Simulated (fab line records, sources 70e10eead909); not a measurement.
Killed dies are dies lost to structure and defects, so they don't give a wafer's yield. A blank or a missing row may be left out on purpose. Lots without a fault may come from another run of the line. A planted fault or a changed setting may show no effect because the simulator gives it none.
Problem report in the 8D (eight disciplines) form, filled by code | flow nand_harc | the parts of the form that need people (team, actions taken, sign-off) are left out

1. THE PROBLEM
killed_at_periphery at NHARC_END_SORT_01 reads a mean of 104.0 on 6 wafers of 2 lots; wafers without a fault read 3.9 with a standard deviation of 2.6. That is +38 standard deviations from the usual mean.
First seen on wafer L475.3, day 23 15:46, on prober-01. The record holds 6 wafers of 2 lots with a number at this step. Rule for "out", or "out of limits": more than 4 standard deviations from the usual mean. The other wafers with a number count as sound.

2. WHAT IT IS AND WHAT IT IS NOT
question                    | is                               | is not
which readings at this step | killed_at_periphery, killed_dies | killed_at_array, killed_open, killed_short
which lots                  | L475, L479                       | -
which wafers of those lots  | all that have a number           | -
read on which gauges        | prober-01, prober-02             | -
when                        | from day 23 15:46                | up to then (0 sound wafers)

3. SUSPECTS, AND WHAT RULES EACH OUT
Counting: a tool at a process step up to the reading stays a suspect if it ran every lot that is out and no sound lot after the first of them.
- the gauge at NHARC_END_SORT_01: ruled out. The wafers that are out were read on 2 gauges (prober-01, prober-02).
- krf_scanner-02 at NHARC_P_ZERO_WELL_EXPOSE_34 (exposes mask P PWELL, target cd 720 nm): kept. It ran every lot that is out, first L475 (day 5 16:08), and no sound lot after that.
Left after counting: krf_scanner-02 at NHARC_P_ZERO_WELL_EXPOSE_34.

4. THE CAUSE (what the simulator had put in)
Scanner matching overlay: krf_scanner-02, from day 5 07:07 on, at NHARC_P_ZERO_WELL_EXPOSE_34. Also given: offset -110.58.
Counting left only this tool.

5. THE CHAIN OF EFFECTS, in route order
Each row: a reading whose mean over the struck wafers that have a number lies more than 3 standard deviations from the usual. Only readings for which the record gives a usual standard deviation are gone through. hours: the time from each lot's start at the first step in this table that gives one to its start at this step, as a median over the lots. sigmas: the change in usual standard deviations.
hours | step              | reading             | usual | on struck wafers | change | sigmas
0     | NHARC_END_SORT_01 | killed_at_periphery | 3.9   | 104.0            | +100.1 | +38
0     | NHARC_END_SORT_01 | killed_dies         | 31    | 140              | +109   | +11

6. WHAT WOULD HAVE CAUGHT IT SOONER
In this record the first reading out of limits at a measuring or inspecting step was taken at day 23 15:46, 441 hours after the fault began at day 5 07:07.
Of the tool readings at NHARC_P_ZERO_WELL_EXPOSE_34 for which the record gives a usual standard deviation, none was out on any struck wafer, so an alarm limit of 4 standard deviations on them would not have fired.
All the lots that are out (2) had begun NHARC_P_ZERO_WELL_EXPOSE_34 on krf_scanner-02 by day 23 15:46. A hold on the tool at that time would have spared none of them.
